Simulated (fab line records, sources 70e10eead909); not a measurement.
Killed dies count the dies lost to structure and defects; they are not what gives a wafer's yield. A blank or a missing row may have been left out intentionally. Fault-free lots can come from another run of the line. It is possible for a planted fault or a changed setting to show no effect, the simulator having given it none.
fab line records	flow nand_harc
record: lots: 6	wafers: 16	last_day: 34
route steps=1302 shown A_BONDPAD@1211 END@1302
lots untouched by any fault: they come from a run of this same line in which no faults occurred
start_h: hours from the record's opening day to when the first of the lot's shown wafers began	wait_h: hours since the lot's step before	" repeats the value in the row above	L1.1+2: one row covering several wafers at once	- no value present, or no start provided	* or withheld: withheld	< > ~ a bound
route shown NAME@n: NAME is a module with steps in the file, n the number in the route of the first one	usual: mean and standard deviation over wafers with no fault	same: alike in all rows	chamber/n: place in a boat	sites: each site's reading	_std_site: the values' standard deviation	_edge_site: the outer-site mean with the inner-site mean subtracted	radius_mm: for every site, how far away it sits from the centre of the wafer	mask NAME#n: copy n	behind: the most recent tool/chamber to have shaped the wafer	hold: the reason the lot was held/the length of the hold in hours/how it ended	device: transistor that didn't switch, given as n, p or np	end of line: tests of these same wafers at the route's end	a step with no rows: only its recipe	killed: at the first sort, the dies lost to defects and structure; wafer yield is something else	map: a wafer's dies, x killed, . not, _ none there
set.NAME: the setting as run; set.NAME@STEP: as run at that earlier step	model.NAME: the simulator's own value behind a step, which no gauge read
lots at selected steps of the route; one table per step, one row per wafer
services: a tool's chamber out of use, with start hour (start_h, from the record's first day; less than 0 if before it), hours out, and reason
== steps ==
step: NHARC_A_BONDPAD_EBR_05
step: NHARC_A_BONDPAD_EXPOSE_06
recipe: na: 0.55	dose_mj: 36.99	mask_id: A_BPAD
step: NHARC_A_BONDPAD_PEB_07
recipe: peb_temp_c: 128	peb_time_s: 80
step: NHARC_A_BONDPAD_DEVELOP_08
recipe: time_s: 50	dev_temp_c: 22
step: NHARC_A_BONDPAD_CD_MEAS_09
recipe: target_cd_nm: 500	landing_energy_ev: 500
usual: cd_nm: 499.7/2.5
same: landing_energy_ev: 500
lot.wafer	tool	chamber	start_h	wait_h	cd_nm
L555.1	cd_sem-02	0	650.34	-	496.7
L555.2	"	0	"	"	501.9
L555.6	"	0	"	"	502.9
L561.3	cd_sem-02	0	704.31	-	498.6
L561.4	"	0	"	"	502.6
L561.6	"	0	"	"	493.8
L564.5	cd_sem-01	0	722.32	-	501.0
L563.3	cd_sem-03	0	722.91	-	498.8
L563.4	"	0	"	"	503.2
L563.5	"	0	"	"	499.8
L566.2	cd_sem-03	0	766.58	-	503.7
L566.3	"	0	"	"	501.0
L566.5	"	0	"	"	501.3
L567.2	cd_sem-01	0	785.85	-	501.9
L567.4	"	0	"	"	498.0
L567.6	"	0	"	"	501.4
step: NHARC_A_BONDPAD_OVL_MEAS_35
usual: overlay_x_nm: -2/5.4	overlay_y_nm: 2/6
lot.wafer	tool	chamber	start_h	wait_h	overlay_x_nm	overlay_y_nm
L555.1	overlay-01	-	650.43	-	-3	14
L555.2	"	-	"	"	-3	13
L555.6	"	-	"	"	-3	14
L561.3	overlay-01	-	704.39	-	4	2
L561.4	"	-	"	"	4	2
L561.6	"	-	"	"	4	3
L564.5	overlay-01	-	722.40	-	-8	6
L563.3	overlay-02	-	722.99	-	-5	7
L563.4	"	-	"	"	-5	7
L563.5	"	-	"	"	-5	7
L566.2	overlay-02	-	766.67	-	-2	3
L566.3	"	-	"	"	-1	4
L566.5	"	-	"	"	-1	4
L567.2	overlay-02	-	785.94	-	8	-10
L567.4	"	-	"	"	7	-9
L567.6	"	-	"	"	7	-9
step: NHARC_A_BONDPAD_HARDBAKE_10
recipe: temp_c: 118	time_s: 65
step: NHARC_A_BONDPAD_DESCUM_11
recipe: time_s: 3	o2_flow_sccm: 200	ar_flow_sccm: 0	bias_power_w: 0	chemistry: O2
usual: drypump_motor_current_A: 5.7/0.31	o2_flow_sccm: 200.1/0.6	oes_product_au: 1.005/0.015	rf_vpp_V: 57.8/0.92	showerhead_plenum_p_Torr: 1.90/0.084	throttle_valve_pct: 11.311/0.0092
lot.wafer	tool	chamber	start_h	wait_h	drypump_motor_current_A	o2_flow_sccm	oes_product_au	rf_hours_counter_h	rf_vpp_V	showerhead_plenum_p_Torr	throttle_valve_pct
L555.2	rie_diel-12	0	650.57	-	5.8	200.0	1.002	1	57.7	1.95	11.300
L555.1	"	1	"	"	5.7	199.2	1.020	1	56.4	1.79	11.325
L555.6	"	2	"	"	5.5	199.9	1.018	-	57.8	1.85	11.326
L561.3	rie_diel-11	3	704.52	-	6.0	200.0	1.000	30	59.3	1.88	11.309
L561.4	"	2	"	"	6.1	199.9	0.986	25	58.8	2.01	11.321
L561.6	"	0	"	"	5.6	201.1	0.994	-	57.6	1.97	11.314
L564.5	rie_diel-03	0	722.55	-	5.4	200.5	1.000	-	58.6	2.06	11.322
L563.4	rie_diel-03	1	723.11	-	5.8	199.9	1.007	13	57.3	1.82	11.313
L563.3	"	3	"	"	4.9	199.5	1.018	11	57.7	2.00	11.310
L563.5	"	2	"	"	6.3	201.4	1.021	-	57.4	1.93	11.309
L566.3	rie_diel-11	0	766.79	-	5.6	199.6	0.994	49	57.4	1.96	11.310
L566.2	"	3	"	"	6.0	199.9	1.021	51	57.8	1.87	11.307
L566.5	"	0	"	"	5.6	200.3	0.992	-	57.3	1.96	11.320
L567.2	rie_diel-03	2	786.06	-	6.3	200.1	1.003	25	58.3	1.93	11.315
L567.4	"	0	"	"	5.5	200.1	1.008	24	59.7	2.06	11.324
L567.6	"	3	"	"	5.0	200.2	1.020	-	58.7	2.00	11.323
step: NHARC_A_BONDPAD_ETCH_34
recipe: target_depth_a: 600	overetch_a: 180	time_s: 65.91	ion_energy_ev: 200	n2_flow_sccm: 150	h2_flow_sccm: 150	ar_flow_sccm: 0	rf_w: 400	bias_w: 150	chemistry: N2/H2
usual: bias_w: 150.0/0.48	chamber_pressure_mTorr: 29.995/0.029	drypump_motor_current_A: 5.7/0.32	oes_product_au: 1.005/0.014	rf_vpp_V: 430.4/2.8	showerhead_plenum_p_Torr: 2.04/0.092	throttle_valve_pct: 14.171/0.0091
lot.wafer	tool	chamber	start_h	wait_h	bias_w	chamber_pressure_mTorr	drypump_motor_current_A	oes_product_au	rf_hours_counter_h	rf_vpp_V	showerhead_plenum_p_Torr	throttle_valve_pct
L555.2	rie_diel-12	2	650.64	0.1	149.7	30.031	5.6	1.013	1	428.7	1.97	14.173
L555.1	"	1	"	"	150.2	30.005	5.7	1.018	1	426.5	1.90	14.171
L555.6	"	3	"	"	150.0	30.011	5.9	0.982	-	428.8	2.00	14.184
L561.3	rie_diel-11	2	707.50	3.0	149.4	30.017	6.2	0.987	29	432.1	2.15	14.182
L561.4	"	3	"	"	149.9	30.007	6.0	0.992	34	429.7	2.00	14.164
L561.6	"	2	"	"	149.4	29.985	6.2	0.984	-	432.3	2.15	14.179
L564.5	rie_diel-03	2	722.63	0.1	149.7	29.966	6.3	1.003	-	432.0	2.06	14.168
L563.3	rie_diel-03	2	723.21	0.1	150.0	30.010	6.3	0.997	14	431.0	2.06	14.166
L563.4	"	3	"	"	150.1	29.944	4.9	0.999	11	435.2	2.14	14.178
L563.5	"	0	"	"	150.4	29.990	5.4	1.007	-	435.3	2.20	14.181
L566.3	rie_diel-11	2	766.87	0.1	148.9	29.987	6.1	0.991	46	434.8	2.14	14.170
L566.2	"	3	"	"	150.3	29.995	6.1	1.015	51	428.8	1.99	14.162
L566.5	"	2	"	"	149.7	29.957	6.1	0.993	-	433.7	2.14	14.156
L567.4	rie_diel-03	3	786.15	0.1	150.1	30.013	5.0	1.008	24	432.8	2.13	14.175
L567.2	"	2	"	"	149.7	30.042	6.3	0.993	25	431.5	2.05	14.164
L567.6	"	3	"	"	150.1	29.992	4.9	0.998	-	432.5	2.13	14.175
step: NHARC_A_BONDPAD_ETCH_12
recipe: target_depth_a: 2200	time_s: 110	chf3_flow_sccm: 50	o2_flow_sccm: 10	ar_flow_sccm: 200	rf_w: 500	bias_w: 200	chemistry: CHF3/O2
usual: bias_w: 200.0/0.56	chamber_pressure_mTorr: 25.000/0.022	drypump_motor_current_A: 5.7/0.32	o2_flow_sccm: 10.00/0.031	oes_product_au: 0.943/0.026	rf_vpp_V: 370.5/2.3	showerhead_plenum_p_Torr: 2.39/0.1	throttle_valve_pct: 20.574/0.0091
lot.wafer	tool	chamber	start_h	wait_h	bias_w	chamber_pressure_mTorr	drypump_motor_current_A	o2_flow_sccm	oes_product_au	rf_hours_counter_h	rf_vpp_V	showerhead_plenum_p_Torr	throttle_valve_pct
L555.1	rie_diel-12	1	-	-	200.6	24.987	5.6	9.97	0.998	1	367.1	2.25	20.575
L555.2	"	0	"	"	199.2	24.960	5.8	10.05	0.992	1	371.2	2.44	20.577
L555.6	"	1	"	"	200.4	25.012	5.7	9.96	0.999	-	366.4	2.25	20.581
L561.3	rie_diel-11	1	-	-	200.3	24.998	5.5	10.03	0.912	32	373.0	2.54	20.567
L561.4	"	3	"	"	199.1	24.984	6.1	9.99	0.919	34	369.4	2.36	20.589
L561.6	"	1	"	"	199.5	24.984	5.5	10.01	0.913	-	372.9	2.54	20.568
L564.5	rie_diel-03	1	-	-	200.4	24.976	5.8	10.01	0.926	-	368.8	2.29	20.577
L563.3	rie_diel-03	2	-	-	199.6	25.012	6.3	9.96	0.924	14	373.0	2.42	20.575
L563.4	"	3	"	"	200.0	24.994	4.9	9.97	0.925	11	372.2	2.51	20.554
L563.5	"	1	"	"	201.0	24.983	5.8	9.98	0.909	-	367.8	2.29	20.570
L566.2	rie_diel-11	0	-	-	200.4	25.013	5.6	10.00	0.918	49	372.5	2.46	20.557
L566.3	"	1	"	"	199.6	24.982	5.5	10.00	0.908	49	374.1	2.53	20.570
L566.5	"	3	"	"	200.3	24.984	6.0	9.99	0.946	-	370.1	2.35	20.579
L567.4	rie_diel-03	1	-	-	199.8	24.990	5.8	10.00	0.915	27	368.1	2.28	20.580
L567.2	"	0	"	"	200.0	25.017	5.5	10.05	0.924	24	373.6	2.58	20.563
L567.6	"	2	"	"	199.7	25.014	6.3	9.96	0.922	-	370.8	2.42	20.581
step: NHARC_A_BONDPAD_CD_MEAS_13
usual: cd_nm: 498.6/2.9
lot.wafer	tool	chamber	start_h	wait_h	cd_nm
L555.1	cd_sem-02	-	650.87	-	495.5
L555.2	"	-	"	"	501.0
L555.6	"	-	"	"	502.1
L561.3	cd_sem-03	-	707.73	-	496.7
L561.4	"	-	"	"	500.2
L561.6	"	-	"	"	490.4
L564.5	cd_sem-01	-	722.85	-	500.2
L563.3	cd_sem-02	-	723.43	-	497.5
L563.4	"	-	"	"	502.0
L563.5	"	-	"	"	499.5
L566.2	cd_sem-03	-	767.11	-	504.2
L566.3	"	-	"	"	497.3
L566.5	"	-	"	"	499.5
L567.2	cd_sem-03	-	786.38	-	500.6
L567.4	"	-	"	"	498.4
L567.6	"	-	"	"	501.8
step: NHARC_A_BONDPAD_STRIP_15
recipe: o2_flow_sccm: 500	ar_flow_sccm: 0	bias_w: 0	chemistry: O2
usual: drypump_motor_current_A: 5.7/0.31	o2_flow_sccm: 500.0/1.4	oes_product_au: 1.008/0.014	rf_vpp_V: 57.8/0.82	showerhead_plenum_p_Torr: 3.51/0.14	throttle_valve_pct: 17.037/0.009
lot.wafer	tool	chamber	start_h	wait_h	drypump_motor_current_A	o2_flow_sccm	oes_product_au	rf_hours_counter_h	rf_vpp_V	showerhead_plenum_p_Torr	throttle_valve_pct
L555.2	rie_diel-12	0	650.94	0.1	5.7	501.2	1.008	1	58.8	3.59	17.034
L555.1	"	2	"	"	5.6	501.7	1.008	1	56.2	3.42	17.041
L555.6	"	1	"	"	5.7	500.5	1.026	-	58.8	3.31	17.043
L561.3	rie_diel-12	3	707.83	0.1	5.8	500.1	0.980	3	57.8	3.47	17.045
L561.4	"	0	"	"	5.7	501.1	0.992	3	58.2	3.59	17.058
L561.6	"	1	"	"	5.7	501.5	1.019	-	58.2	3.31	17.031
L564.5	rie_diel-12	3	722.99	0.1	5.8	499.5	0.997	-	57.3	3.47	17.032
L563.3	rie_diel-12	1	723.52	0.1	5.7	500.3	1.025	4	57.4	3.31	17.049
L563.4	"	2	"	"	5.6	499.5	1.007	4	57.2	3.42	17.043
L563.5	"	0	"	"	5.8	500.8	1.009	-	56.8	3.59	17.036
L566.3	rie_diel-12	2	767.18	0.1	5.5	502.7	1.022	5	56.4	3.42	17.034
L566.2	"	1	"	"	5.7	499.8	1.033	5	57.2	3.31	17.025
L566.5	"	3	"	"	5.8	498.4	0.997	-	58.1	3.47	17.046
L567.2	rie_diel-12	0	786.45	0.1	5.8	502.9	0.999	6	58.4	3.58	17.038
L567.4	"	0	"	"	5.7	500.7	1.008	-	58.1	3.58	17.034
L567.6	"	2	"	"	5.5	501.2	1.015	-	58.7	3.42	17.016
step: NHARC_A_BONDPAD_ETCH_24
recipe: target_depth_a: 300	over_etch_frac: 0.3	time_s: 72.99	ion_energy_ev: 150	cf4_flow_sccm: 50	n2_flow_sccm: 100	ar_flow_sccm: 150	rf_w: 300	bias_w: 100	chemistry: CF4/N2
usual: bias_w: 100.0/0.33	cf4_flow_sccm: 50.00/0.15	drypump_motor_current_A: 5.7/0.31	oes_product_au: 1.007/0.015	rf_vpp_V: 314.1/2	showerhead_plenum_p_Torr: 2.62/0.11	throttle_valve_pct: 19.793/0.0081
lot.wafer	tool	chamber	start_h	wait_h	bias_w	cf4_flow_sccm	drypump_motor_current_A	oes_product_au	rf_hours_counter_h	rf_vpp_V	showerhead_plenum_p_Torr	throttle_valve_pct
L555.2	rie_diel-12	1	651.11	-	99.7	50.21	5.7	1.012	1	310.4	2.46	19.805
L555.1	"	2	"	"	99.7	49.86	5.6	1.017	1	312.3	2.54	19.791
L555.6	"	0	"	"	100.3	49.96	5.7	1.011	-	315.2	2.67	19.797
L561.3	rie_diel-12	2	707.95	-	100.7	50.04	5.5	1.015	3	313.8	2.54	19.792
L561.4	"	0	"	"	99.9	49.94	5.8	1.003	3	315.3	2.67	19.787
L561.6	"	1	"	"	99.6	49.79	5.7	1.016	-	310.9	2.46	19.790
L564.5	rie_diel-12	1	723.09	-	-	-	-	-	-	-	-	-
L563.3	rie_diel-12	0	723.65	-	-	-	-	-	-	-	-	-
L563.4	"	2	"	"	-	-	-	-	-	-	-	-
L563.5	"	0	"	"	-	-	-	-	-	-	-	-
L566.3	rie_diel-12	3	767.34	-	99.7	50.25	5.8	0.997	5	314.9	2.58	19.793
L566.2	"	0	"	"	99.9	49.91	5.8	1.007	5	314.7	2.67	19.784
L566.5	"	2	"	"	100.1	49.99	5.5	1.018	-	311.9	2.54	19.798
L567.2	rie_diel-12	0	786.64	0.2	100.2	49.77	5.8	1.007	6	315.4	2.67	19.797
L567.4	"	3	"	"	100.3	50.25	5.8	0.990	-	312.6	2.58	19.795
L567.6	"	0	"	"	99.9	50.04	5.8	1.018	-	314.8	2.67	19.802
step: NHARC_A_BONDPAD_STRIP_16
recipe: time_s: 600	temp_c: 30	chemistry: post_etch_residue_remover
step: NHARC_END_SORT_01
recipe: temp_c: 25
usual: killed_at_array: 56/17	killed_at_other: 0.9/1.2	killed_at_periphery: 3.9/2.5	killed_dies: 61/17	killed_open: 3.2/1.8	killed_short: 2.7/1.7
same: gross_dies: 677
lot.wafer	tool	chamber	start_h	wait_h	killed_at_array	killed_at_other	killed_at_periphery	killed_dies	killed_open	killed_short
L563.3	prober-01	0	753.76	3.1	676	0	1	677	2	2
L563.4	prober-01	0	754.55	3.4	676	0	1	677	4	2
L563.5	prober-01	0	755.34	3.7	674	1	2	677	3	4
L564.5	prober-01	0	763.16	3.7	649	1	27	677	1	4
killed by level:class
L563.3 A_BONDPAD:area_etch=612 A_CHANNEL_HOLE_D2:chamber_film_flake=27 A_CHANNEL_HOLE_D1:chamber_film_flake=14 A_CONTACT:chamber_film_flake=7 A_STAIRCASE:chamber_film_flake=6 A_SLIT:chamber_film_flake=5 A_SOURCE_PLATE:geometric_particle:open=1 A_ONON_D2:geometric_particle:short=1
L563.4 A_BONDPAD:area_etch=619 A_CHANNEL_HOLE_D2:chamber_film_flake=18 A_CHANNEL_HOLE_D1:chamber_film_flake=11 A_SLIT:chamber_film_flake=8 A_DECK1_JOINT:chamber_film_flake=5 A_CONTACT:chamber_film_flake=4 A_STAIRCASE:chamber_film_flake=3 A_DECK1_JOINT:geometric_particle:short=2
L563.5 A_BONDPAD:area_etch=620 A_CHANNEL_HOLE_D2:chamber_film_flake=22 A_CHANNEL_HOLE_D1:chamber_film_flake=14 A_SLIT:chamber_film_flake=5 A_STAIRCASE:chamber_film_flake=3 A_CHANNEL_FILL_D1:chamber_film_flake=2 A_DECK1_JOINT:chamber_film_flake=2 P_CONTACT:geometric_particle:short=1
L564.5 A_BONDPAD:area_etch=598 A_SLIT:chamber_film_flake=32 P_CONTACT:area_peb=25 A_CHANNEL_HOLE_D1:chamber_film_flake=7 A_STAIRCASE:chamber_film_flake=3 A_CONTACT:chamber_film_flake=3 A_ONON_D2:geometric_particle:short=2 P_M2:chamber_film_flake=2
map L563.3 (x killed, . not)
____________x____________
_________xxxxxxx_________
_______xxxxxxxxxxx_______
______xxxxxxxxxxxxx______
_____xxxxxxxxxxxxxxx_____
____xxxxxxxxxxxxxxxxx____
____xxxxxxxxxxxxxxxxx____
___xxxxxxxxxxxxxxxxxxx___
___xxxxxxxxxxxxxxxxxxx___
__xxxxxxxxxxxxxxxxxxxxx__
__xxxxxxxxxxxxxxxxxxxxx__
_xxxxxxxxxxxxxxxxxxxxxxx_
_xxxxxxxxxxxxxxxxxxxxxxx_
_xxxxxxxxxxxxxxxxxxxxxxx_
_xxxxxxxxxxxxxxxxxxxxxxx_
_xxxxxxxxxxxxxxxxxxxxxxx_
xxxxxxxxxxxxxxxxxxxxxxxxx
xxxxxxxxxxxxxxxxxxxxxxxxx
xxxxxxxxxxxxxxxxxxxxxxxxx
xxxxxxxxxxxxxxxxxxxxxxxxx
xxxxxxxxxxxxxxxxxxxxxxxxx
_xxxxxxxxxxxxxxxxxxxxxxx_
_xxxxxxxxxxxxxxxxxxxxxxx_
_xxxxxxxxxxxxxxxxxxxxxxx_
_xxxxxxxxxxxxxxxxxxxxxxx_
_xxxxxxxxxxxxxxxxxxxxxxx_
__xxxxxxxxxxxxxxxxxxxxx__
__xxxxxxxxxxxxxxxxxxxxx__
___xxxxxxxxxxxxxxxxxxx___
___xxxxxxxxxxxxxxxxxxx___
____xxxxxxxxxxxxxxxxx____
____xxxxxxxxxxxxxxxxx____
_____xxxxxxxxxxxxxxx_____
______xxxxxxxxxxxxx______
_______xxxxxxxxxxx_______
_________xxxxxxx_________
____________x____________
map L564.5 (x killed, . not)
____________x____________
_________xxxxxxx_________
_______xxxxxxxxxxx_______
______xxxxxxxxxxxxx______
_____xxxxxxxxxxxxxxx_____
____xxxxxxxxxxxxxxxxx____
____xxxxxxxxxxxxxxxxx____
___xxxxxxxxxxxxxxxxxxx___
___xxxxxxxxxxxxxxxxxxx___
__xxxxxxxxxxxxxxxxxxxxx__
__xxxxxxxxxxxxxxxxxxxxx__
_xxxxxxxxxxxxxxxxxxxxxxx_
_xxxxxxxxxxxxxxxxxxxxxxx_
_xxxxxxxxxxxxxxxxxxxxxxx_
_xxxxxxxxxxxxxxxxxxxxxxx_
_xxxxxxxxxxxxxxxxxxxxxxx_
xxxxxxxxxxxxxxxxxxxxxxxxx
xxxxxxxxxxxxxxxxxxxxxxxxx
xxxxxxxxxxxxxxxxxxxxxxxxx
xxxxxxxxxxxxxxxxxxxxxxxxx
xxxxxxxxxxxxxxxxxxxxxxxxx
_xxxxxxxxxxxxxxxxxxxxxxx_
_xxxxxxxxxxxxxxxxxxxxxxx_
_xxxxxxxxxxxxxxxxxxxxxxx_
_xxxxxxxxxxxxxxxxxxxxxxx_
_xxxxxxxxxxxxxxxxxxxxxxx_
__xxxxxxxxxxxxxxxxxxxxx__
__xxxxxxxxxxxxxxxxxxxxx__
___xxxxxxxxxxxxxxxxxxx___
___xxxxxxxxxxxxxxxxxxx___
____xxxxxxxxxxxxxxxxx____
____xxxxxxxxxxxxxxxxx____
_____xxxxxxxxxxxxxxx_____
______xxxxxxxxxxxxx______
_______xxxxxxxxxxx_______
_________xxxxxxx_________
____________x____________
== services ==
tool	chamber	start_h	hours	kind
rie_diel-12	0	631.40	-	clean
rie_diel-12	1	631.40	-	clean
rie_diel-12	2	631.40	-	clean
rie_diel-12	3	631.40	-	clean
rie_diel-03	-	635.30	9.0	pm
rie_diel-11	-	640.23	0.9	repair
rie_diel-11	2	649.12	6.7	repair
rie_diel-12	0	655.92	-	clean
rie_diel-12	1	655.92	-	clean
rie_diel-12	2	655.92	-	clean
rie_diel-12	3	655.92	-	clean
rie_diel-03	3	662.92	3.0	repair
rie_diel-11	2	673.69	7.5	repair
rie_diel-12	0	680.42	-	clean
rie_diel-12	1	680.42	-	clean
rie_diel-12	2	680.42	-	clean
rie_diel-12	3	680.42	-	clean
rie_diel-12	0	704.92	-	clean
rie_diel-12	1	704.92	-	clean
rie_diel-12	2	704.92	-	clean
rie_diel-12	3	704.92	-	clean
rie_diel-11	3	714.27	8.0	repair
rie_diel-03	2	723.60	6.0	repair
rie_diel-12	1	782.36	17.3	repair
== key ==
first_sign: step: NHARC_A_BONDPAD_ETCH_24	reading: tool_record	direction: missing
effect: step: NHARC_END_SORT_01	reading: killed_at_array	direction: up	sigmas: 36	usual: 56	struck: 669
more_kills_born_at: NHARC_A_BONDPAD_ETCH_24@rie_diel-12: 2449
met_at NHARC_A_BONDPAD_ETCH_24
struck_wafers L563.3,L563.4,L563.5,L564.5
later_rows_left_out L563.3,L563.4,L563.5,L564.5
tester_left_out L564
onset_between 707.95 723.09
earlier_fault: kind: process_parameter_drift	tool: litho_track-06	chamber: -	onset_h: 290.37	steps: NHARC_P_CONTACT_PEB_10	channel: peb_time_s	offset: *	shape: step	acts_in: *	stated: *
fault: kind: skipped_step_whole	tool: rie_diel-12	chamber: -	onset_h: 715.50	steps: NHARC_A_BONDPAD_ETCH_24	scope: struck_lots_only
tester_left_out: of these lots the tester's yield and bins aren't shown, on N5 and GAA mostly nor the transistor test; their killed dies are dies lost to structure and defects alone, not to doping, threshold or leakage, so they don't give the yield
later_rows_left_out: the simulator's readings of these wafers behind a module that went badly wrong aren't trusted and aren't shown, but for the sort
